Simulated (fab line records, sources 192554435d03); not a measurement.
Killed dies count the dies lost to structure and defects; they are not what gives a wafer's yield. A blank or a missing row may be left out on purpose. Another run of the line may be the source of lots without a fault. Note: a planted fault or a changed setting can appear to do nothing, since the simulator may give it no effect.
fab line records | flow n5-finfet
record: lots: 6 wafers: 16 last-day: 18
route steps=1938 shown BEOL_M4@1089 PASSIVATION@1936
lots with no fault: from the same line, run without faults
start-h: hours from the record's first day to the start of the lot's first wafer shown | wait-h: hours since the lot's step before | " the same as in the row above | L1.1+2: a single row standing in for several wafers | - no value, or no start given | * or withheld: withheld | < > ~ a bound
route shown NAME@n: a module of which the file shows steps, and the number in the route of the first | usual: average and standard deviation across the fault-free wafers | same: alike in all rows | chamber/n: place in a boat | sites: per-site readings | _std_site: the standard deviation of these | _edge_site: outer sites' mean less inner sites' | radius-mm: how far each site lies from the wafer's centre | mask NAME#n: copy n | behind: the most recent tool/chamber to have shaped the wafer | hold: why the lot was held/for how many hours/how that ended | device: which transistor (n, p or np) failed to switch | end of line: tests run on the same wafers once the route is complete | step lacking rows: just its recipe | killed: count of dies lost to structure and defects at first sort (not the wafer's yield) | map: a wafer's dies, x killed, . not, _ none there
set.NAME: the setting that was run; set.NAME@STEP: the one run at that earlier step | model.NAME: the simulator's own value behind a step, which no gauge read
a table for each step, a row for each wafer; lots at some steps of the route
services: the hour from which a tool's chamber was out of use, counted from the record's first day as start-h (under 0 if before that day), plus the number of hours and why
== steps ==
step: N5_BEOL_M4_ANNEAL_82
recipe: temp-c: 400 time-s: 240 ambient: vacuum
step: N5_BEOL_M4_SPUTTER_86
recipe: material: Cu target-thk-a: 45 temp-c: -20 chamber-pressure-pa: 0.07 power-w: withheld time-s: 8.29
usual: chamber-pressure-pa: 0.07001/0.00013 throttle-valve-pct: 29.8/0.94
columns lot.wafer tool chamber start-h wait-h chamber-pressure-pa throttle-valve-pct
L875.2 pvd-sputter-02 - 209.07 0.1 0.07007 29.2
L875.4 " - " " 0.06996 28.3
L875.5 " - " " 0.07013 28.2
L876.1 pvd-sputter-01 - 213.78 0.1 0.07006 30.7
L876.4 " - " " 0.06987 30.5
L876.6 " - " " 0.06986 31.5
L879.4 pvd-sputter-02 - 233.50 0.1 0.07009 29.8
L879.5 " - " " 0.06999 28.8
L881.4 pvd-sputter-03 - 256.50 0.1 0.06982 30.2
L881.5 " - " " 0.06997 28.9
L890.1 pvd-sputter-03 - 315.32 0.1 0.06991 29.7
L890.5 " - " " 0.07003 28.8
L890.6 " - " " 0.07019 30.3
L891.1 pvd-sputter-03 - 320.50 0.1 0.0698 30.3
L891.5 " - " " 0.06995 28.6
L891.6 " - " " 0.06994 29.9
step: N5_BEOL_M4_ANNEAL_87
recipe: temp-c: 400 time-s: 240 ambient: vacuum
usual: heater-power-w: 794/74
columns lot.wafer tool chamber start-h wait-h heater-power-w
L875.2 pvd-sputter-02 - 209.15 0.0 732
L875.4 " - " " 917
L875.5 " - " " 924
L876.1 pvd-sputter-01 - 213.86 0.0 792
L876.4 " - " " 836
L876.6 " - " " 794
L879.4 pvd-sputter-02 - 233.58 0.0 745
L879.5 " - " " 931
L881.4 pvd-sputter-03 - 256.58 0.0 696
L881.5 " - " " 803
L890.1 pvd-sputter-03 - 315.40 0.0 786
L890.5 " - " " 795
L890.6 " - " " 697
L891.1 pvd-sputter-03 - 320.58 0.0 691
L891.5 " - " " 837
L891.6 " - " " 788
step: N5_BEOL_M4_SPUTTER_88
recipe: material: Cu target-thk-a: 45 temp-c: -20 chamber-pressure-pa: 0.07 power-w: withheld time-s: 8.29
step: N5_BEOL_M4_ANNEAL_89
recipe: temp-c: 400 time-s: 240 ambient: vacuum
step: N5_BEOL_M4_SPUTTER_90
recipe: material: Cu target-thk-a: 45 temp-c: -20 chamber-pressure-pa: 0.07 power-w: withheld time-s: 8.29
step: N5_BEOL_M4_ANNEAL_91
recipe: temp-c: 400 time-s: 240 ambient: vacuum
step: N5_BEOL_M4_SPUTTER_92
recipe: material: Cu target-thk-a: 45 temp-c: -20 chamber-pressure-pa: 0.07 power-w: withheld time-s: 8.29
usual: chamber-pressure-pa: 0.06999/0.00014 throttle-valve-pct: 29.8/0.97
columns lot.wafer tool chamber start-h wait-h chamber-pressure-pa throttle-valve-pct
L875.2 pvd-sputter-02 - 209.73 0.1 0.06976 29.2
L875.4 " - " " 0.06999 28.0
L875.5 " - " " 0.06986 28.0
L876.1 pvd-sputter-01 - 214.44 0.1 0.07006 31.1
L876.4 " - " " 0.06993 30.6
L876.6 " - " " 0.07 31.7
L879.4 pvd-sputter-02 - 234.16 0.1 0.07017 30.1
L879.5 " - " " 0.06998 28.8
L881.4 pvd-sputter-03 - 257.16 0.1 0.06998 30.1
L881.5 " - " " 0.06978 28.5
L890.1 pvd-sputter-03 - 315.98 0.1 0.06984 30.0
L890.5 " - " " 0.07012 28.8
L890.6 " - " " 0.06995 30.2
L891.1 pvd-sputter-03 - 321.16 0.1 0.07004 30.3
L891.5 " - " " 0.0701 29.1
L891.6 " - " " 0.0699 30.0
step: N5_BEOL_M4_ANNEAL_93
recipe: temp-c: 400 time-s: 240 ambient: vacuum
usual: heater-power-w: 796/75
columns lot.wafer tool chamber start-h wait-h heater-power-w
L875.2 pvd-sputter-02 - 209.81 0.0 730
L875.4 " - " " 899
L875.5 " - " " 941
L876.1 pvd-sputter-01 - 214.52 0.0 780
L876.4 " - " " 820
L876.6 " - " " 787
L879.4 pvd-sputter-02 - 234.24 0.0 726
L879.5 " - " " 956
L881.4 pvd-sputter-03 - 257.24 0.0 705
L881.5 " - " " 807
L890.1 pvd-sputter-03 - 316.06 0.0 802
L890.5 " - " " 795
L890.6 " - " " 693
L891.1 pvd-sputter-03 - 321.24 0.0 695
L891.5 " - " " 813
L891.6 " - " " 802
step: N5_BEOL_M4_SPUTTER_94
recipe: material: Cu target-thk-a: 45 temp-c: -20 chamber-pressure-pa: 0.07 power-w: withheld time-s: 8.29
step: N5_BEOL_M4_ANNEAL_95
recipe: temp-c: 400 time-s: 240 ambient: vacuum
step: N5_BEOL_M4_SPUTTER_96
recipe: material: Cu target-thk-a: 45 temp-c: -20 chamber-pressure-pa: 0.07 power-w: withheld time-s: 8.29
usual: chamber-pressure-pa: 0.07/0.00014 throttle-valve-pct: 29.8/0.97
columns lot.wafer tool chamber start-h wait-h chamber-pressure-pa throttle-valve-pct
L875.2 pvd-sputter-02 - 210.17 0.1 0.07004 28.9
L875.4 " - " " 0.07012 27.9
L875.5 " - " " 0.07015 28.0
L876.1 pvd-sputter-01 - 214.88 0.1 0.06987 30.7
L876.4 " - " " 0.06995 30.7
L876.6 " - " " 0.07 31.6
L879.4 pvd-sputter-02 - 234.60 0.1 0.06998 29.9
L879.5 " - " " 0.06979 29.0
L881.4 pvd-sputter-03 - 257.60 0.1 0.06998 30.3
L881.5 " - " " 0.06981 28.6
L890.1 pvd-sputter-03 - 316.42 0.1 0.07028 29.7
L890.5 " - " " 0.0699 28.7
L890.6 " - " " 0.06997 30.2
L891.1 pvd-sputter-03 - 321.60 0.1 0.07011 30.4
L891.5 " - " " 0.06997 28.5
L891.6 " - " " 0.07003 29.6
step: N5_BEOL_M4_ECD_50
recipe: material: Cu target-thk-a: 3000
columns lot.wafer tool chamber start-h wait-h model.Cu_of_BEOL_M4_ECD_50.thk-nm
L875.2 ecd-cu-02 0 210.29 0.1 299
L875.4 " 0 " " 299.4
L875.5 " 0 " " 295.4
L876.1 ecd-cu-01 0 215.00 0.1 303
L876.4 " 0 " " 301.6
L876.6 " 0 " " 300
L879.4 ecd-cu-01 0 234.74 0.1 199.6
L879.5 " 0 " " 295.2
L881.4 ecd-cu-01 1 257.73 0.1 205
L881.5 " 1 " " 294.6
L890.1 ecd-cu-02 0 316.54 0.1 288.6
L890.5 " 0 " " 294.4
L890.6 " 1 " " 299.4
L891.1 ecd-cu-02 1 321.72 0.1 296.2
L891.5 " 1 " " 292.4
L891.6 " 0 " " 299.2
step: N5_BEOL_M4_ANNEAL_51
recipe: temp-c: 225 time-s: 90 ambient: N2
step: N5_BEOL_M4_CMP_52
recipe: stop-on: SiOC t-overpolish-s: 6.8 down-force-psi: 1 platen-rpm: 50 clearing-platen-down-force-psi: 1.5 clearing-platen-rpm: 50 post-cmp-clean: cu-alkaline target-thk-nm: 40 clearing-platen-pad-velocity-m-s: 0.99484 pad-velocity-m-s: 0.99484
usual: edge-zone-pressure-frac: 1.000/0.0054 motor-current-A: 6.0/0.4 pad-life-wafers: 1136/730 time-to-endpoint-s: 62/3.4
columns lot.wafer tool chamber start-h wait-h edge-zone-pressure-frac motor-current-A pad-life-wafers time-to-endpoint-s
L875.4 cmp-04 1 210.66 0.1 1.008 6.3 2016 68
L875.2 " 0 " " 1.003 6.8 2019 60
L875.5 " 1 " " 1.007 6.4 - 64
L876.4 cmp-03 3 215.45 0.2 1.000 5.6 1376 58
L876.1 " 0 " " 1.005 5.7 1377 62
L876.6 " 1 " " 0.999 6.3 - 64
L879.4 cmp-03 1 235.17 0.2 1.008 6.5 1538 42
L879.5 " 0 " " 0.999 5.9 - 58
L881.4 cmp-03 0 258.44 0.1 0.995 5.4 1698 45
L881.5 " 1 " " 1.002 6.2 - 64
L890.1 cmp-03 0 317.32 0.4 0.994 5.8 69 61
L890.5 " 1 " " 0.997 5.9 - 65
L890.6 " 2 " " 1.003 6.5 - 60
L891.1 cmp-03 1 322.13 0.3 0.999 6.4 97 71
L891.6 " 0 " " 1.001 5.8 - 67
L891.5 " 1 " " 0.993 5.9 - 68
step: N5_BEOL_M4_THK_MEAS_53
recipe: thk-meas-gauge: xrf reads: Cu_of_BEOL_M4_ECD_50
usual: M4_THK: 39.7/1.8
columns lot.wafer tool chamber start-h wait-h M4_THK[nm]
L875.2 film-metro-02 - 210.96 - 39.1
L875.4 " - " " 40.3
L875.5 " - " " 41.3
L876.1 film-metro-01 - 215.67 - 37.7
L876.4 " - " " 38.0
L876.6 " - " " 38.7
L879.4 film-metro-02 - 235.39 - 43.9
L879.5 " - " " 39.7
L881.4 film-metro-01 - 258.74 - 38.8
L881.5 " - " " 40.7
L890.1 film-metro-02 - 317.50 - 40.1
L890.5 " - " " 41.5
L890.6 " - " " 38.4
L891.1 film-metro-02 - 322.39 - 43.9
L891.5 " - " " 44.9
L891.6 " - " " 42.1
step: N5_BEOL_M4_RC_MEAS_101
usual: DIBL_N: 37.1/1.8 DIBL_P: 37.2/2.1 IOFF_N: 0.17/0.033 IOFF_P: 0.22/0.037 ION_N: 680/11 ION_P: 464/7.7 SS_N: 71.7/0.63 SS_P: 73.6/0.67 VT_N: 248.9/2.9 VT_P: -251/3.6
columns lot.wafer tool chamber start-h wait-h DIBL_N[mV/V] DIBL_P[mV/V] IOFF_N[nA/um] IOFF_P[nA/um] ION_N[uA/um] ION_P[uA/um] SS_N[mV/dec] SS_P[mV/dec] VT_N[mV] VT_P[mV]
L875.2 prober-02 0 211.42 0.2 38.2 37.1 0.18 0.19 684 457 72.2 73.9 249.7 -256
L875.4 " 0 " " 39.2 40.0 0.21 0.24 687 463 71.6 74.4 246.9 -249
L875.5 " 0 " " 36.3 35.4 0.14 0.17 666 456 71.2 73.2 254.0 -253
L876.1 prober-01 0 216.01 0.0 35.3 34.7 0.16 0.22 682 468 71.4 73.0 250.5 -249
L876.4 " 0 " " 39.0 38.8 0.22 0.30 685 474 72.1 73.9 245.0 -244
L876.6 " 0 " " 38.1 38.2 0.21 0.30 687 480 72.9 73.6 245.6 -244
L879.4 prober-02 0 236.17 0.5 36.3 39.1 0.17 0.22 668 457 71.8 73.7 250.3 -252
L879.5 " 0 " " 37.1 40.1 0.19 0.24 683 464 72.5 75.0 247.8 -254
L881.4 prober-02 0 259.54 0.5 37.9 39.6 0.18 0.22 678 457 72.2 73.5 247.0 -250
L881.5 " 0 " " 40.2 42.5 0.24 0.28 683 461 72.6 74.7 246.3 -248
L890.1 prober-01 0 317.86 0.0 37.0 36.4 0.16 0.22 696 481 71.0 73.3 247.9 -249
L890.5 " 0 " " 37.6 36.9 0.18 0.23 689 469 71.7 73.9 244.7 -251
L890.6 " 0 " " 34.2 32.7 0.12 0.17 689 473 70.4 73.0 254.7 -254
L891.1 prober-02 0 322.70 0.0 37.2 35.6 0.14 0.18 654 453 72.0 73.4 252.4 -253
L891.5 " 0 " " 37.6 37.6 0.15 0.21 672 462 71.8 73.4 248.3 -249
L891.6 " 0 " " 39.4 38.4 0.18 0.22 689 462 72.2 73.1 248.2 -249
step: N5_PASSIVATION_PROBE_49
usual: defect-limited-yield: 91.7/1.5 killed_at_M0_to_M3: 32/10 killed_at_M4_up: 14/5.3 killed-at-contacts: 13/5.7 killed-at-front-end: 37/10 killed-at-other: 3.3/2.5 killed-dies: 98/18 killed-open: 65/13 killed-short: 31/7.5 sort_bin_4_leakage: 0.00/0.0099 sort_bin_5_function: 4.9/0.91 sort_bin_6_memory: 3.1/0.71 sort_bin_8_speed: 0.00/0.017 sort-n-pass: 1082/18 sort-yield-pct: 91.7/1.5
same: gross-dies: 1180 killed-at-back-side: 0
columns lot.wafer tool chamber start-h wait-h defect-limited-yield[%] killed_at_M0_to_M3 killed_at_M4_up killed-at-contacts killed-at-front-end killed-at-other killed-dies killed-open killed-short sort_bin_4_leakage[%] sort_bin_5_function[%] sort_bin_6_memory[%] sort_bin_8_speed[%] sort-n-pass sort-yield-pct[%]
L876.1 prober-02 - 331.59 0.0 92.0 49 7 14 22 2 94 58 36 0 4.4 3.1 0 1086 92.0
L876.4 prober-02 - 331.74 0.2 91.4 39 12 15 35 1 102 69 29 0 5.7 2.6 0 1078 91.4
L876.6 prober-02 - 331.84 0.3 90.7 47 18 8 33 4 110 71 31 0 4.8 3.4 0 1070 90.7
L879.4 prober-02 - 337.15 0.2 90.3 19 18 26 47 5 115 83 32 0 6.5 3.1 0 1065 90.3
L879.5 prober-02 - 337.20 0.2 89.7 39 24 20 34 4 121 91 26 0 5.1 4.7 0 1059 89.7
L881.4 prober-02 - 360.63 0.2 87.6 71 17 12 44 2 146 101 45 0 6.9 4.8 0 1034 87.6
L881.5 prober-02 - 360.68 0.2 90.7 41 15 16 35 3 110 72 35 0.08 5.5 3.5 0 1069 90.6
L890.1 prober-02 - 428.47 0.0 91.4 26 21 8 42 4 101 69 32 0 5.4 2.7 0 1079 91.4
L890.5 prober-02 - 428.67 0.2 90.1 26 12 8 66 5 117 79 33 0 6.4 2.7 0 1063 90.1
L890.6 prober-02 - 428.72 0.3 90.7 39 12 12 35 12 110 79 31 0 5.8 3.1 0 1070 90.7
killed by level:class
L876.1 BEOL_M3:geometric-particle:open=15 MOL_CONTACT_COAG:geometric-particle:open=9 BEOL_M1:geometric-particle:open=8 BEOL_M2:geometric-particle:short=7 STI_FIN_REVEAL:geometric-particle:open=6 BEOL_M0_SAQP:geometric-particle:short=6 MOL_CONTACT_COAG:geometric-particle:short=5 BEOL_M1:geometric-particle:short=4
L876.4 BEOL_M0_SAQP:geometric-particle:open=13 STI_FIN_REVEAL:geometric-particle:open=12 MOL_CONTACT_COAG:geometric-particle:open=12 BEOL_M3:geometric-particle:open=9 BEOL_M0_SAQP:geometric-particle:short=8 BEOL_M4:geometric-particle:open=5 GATE_CUT:geometric-particle:open=4 FIN_SAQP:geometric-particle:open=3
L876.6 BEOL_M0_SAQP:geometric-particle:short=10 BEOL_M0_SAQP:geometric-particle:open=10 STI_FIN_REVEAL:geometric-particle:open=7 MOL_CONTACT_COAG:geometric-particle:open=7 HKMG_FIN:area-etch=7 BEOL_M3:geometric-particle:open=6 DUMMY_GATE:geometric-particle:open=6 BEOL_M1:geometric-particle:open=6
L879.4 MOL_CONTACT_COAG:geometric-particle:open=21 STI_FIN_REVEAL:geometric-particle:open=14 BEOL_M4:geometric-particle:open=10 FIN_SAQP:geometric-particle:open=7 BEOL_M1:geometric-particle:open=7 MOL_CONTACT_COAG:geometric-particle:short=5 BEOL_M3:geometric-particle:open=5 STI_FIN_REVEAL:geometric-particle:short=4
L879.5 BEOL_M4:geometric-particle:open=18 MOL_CONTACT_COAG:geometric-particle:open=15 BEOL_M3:geometric-particle:open=9 BEOL_M1:geometric-particle:open=8 BEOL_M2:geometric-particle:open=8 STI_FIN_REVEAL:geometric-particle:open=7 FIN_SAQP:geometric-particle:open=6 BEOL_M0_SAQP:geometric-particle:open=6
L881.4 BEOL_M0_SAQP:geometric-particle:short=21 BEOL_M0_SAQP:geometric-particle:open=18 FIN_SAQP:geometric-particle:open=16 BEOL_M1:geometric-particle:open=13 MOL_CONTACT_COAG:geometric-particle:open=10 BEOL_M2:geometric-particle:open=10 BEOL_M4:geometric-particle:open=10 FIN_SAQP:geometric-particle:short=7
L881.5 FIN_SAQP:geometric-particle:open=16 MOL_CONTACT_COAG:geometric-particle:open=14 FIN_SAQP:geometric-particle:short=11 BEOL_M0:geometric-particle:open=10 BEOL_M0_SAQP:geometric-particle:open=10 BEOL_M0_SAQP:geometric-particle:short=9 BEOL_M1:geometric-particle:open=5 BEOL_M4:geometric-particle:open=5
L890.1 STI_FIN_REVEAL:geometric-particle:open=9 FIN_SAQP:geometric-particle:open=7 BEOL_M3:geometric-particle:open=6 BEOL_M1:geometric-particle:open=6 FIN_CUT:geometric-particle:short=5 DUMMY_GATE:geometric-particle:open=5 MOL_CONTACT_COAG:geometric-particle:open=5 FIN_SAQP:geometric-particle:short=4
L890.5 STI_FIN_REVEAL:geometric-particle:open=25 DUMMY_GATE:geometric-particle:open=12 STI_FIN_REVEAL:geometric-particle:short=8 MOL_CONTACT_COAG:geometric-particle:open=7 BEOL_M2:geometric-particle:open=7 BEOL_M1:geometric-particle:open=5 BEOL_M3:geometric-particle:short=4 BEOL_M5:geometric-particle:open=4
L890.6 STI_FIN_REVEAL:geometric-particle:open=19 BEOL_M2:geometric-particle:open=18 MOL_CONTACT_COAG:geometric-particle:open=9 BEOL_M2:geometric-particle:short=7 PASS1_CAP:geometric-particle:open=6 BEOL_M4:geometric-particle:open=5 GATE_CUT:geometric-particle:short=4 BEOL_M0_SAQP:geometric-particle:open=4
== services ==
columns tool chamber start-h hours kind
cmp-04 - 212.74 4.0 pm
cmp-04 - 216.74 - consumable-replace:conditioner
cmp-04 - 216.74 - consumable-replace:pad
ecd-cu-02 - 225.02 2.5 pm
ecd-cu-02 - 271.46 1.8 repair
cmp-04 - 276.61 1.3 repair
cmp-03 - 305.07 4.0 pm
cmp-03 - 309.07 - consumable-replace:conditioner
cmp-03 - 309.07 - consumable-replace:pad
ecd-cu-02 - 318.33 3.1 repair
== key ==
first-sign: step: N5_BEOL_M4_CMP_52 reading: time-to-endpoint-s direction: down sigmas: 5.4 usual: * struck: *
effect none on later readings
model-effect: step: N5_BEOL_M4_ECD_50 value: Cu_of_BEOL_M4_ECD_50.thk-nm without: 301.1 struck: 202.3
met-at N5_BEOL_M4_ECD_50
struck-wafers L879.4,L881.4
onset-between 215.00 234.74
fault: kind: process-parameter-drift tool: ecd-cu-01 chamber: - onset-h: 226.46 steps: N5_BEOL_M4_ECD_50 channel: target-thk-a offset: * shape: step end-h: 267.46 scope: struck-wafers-only acts-in: * stated: *
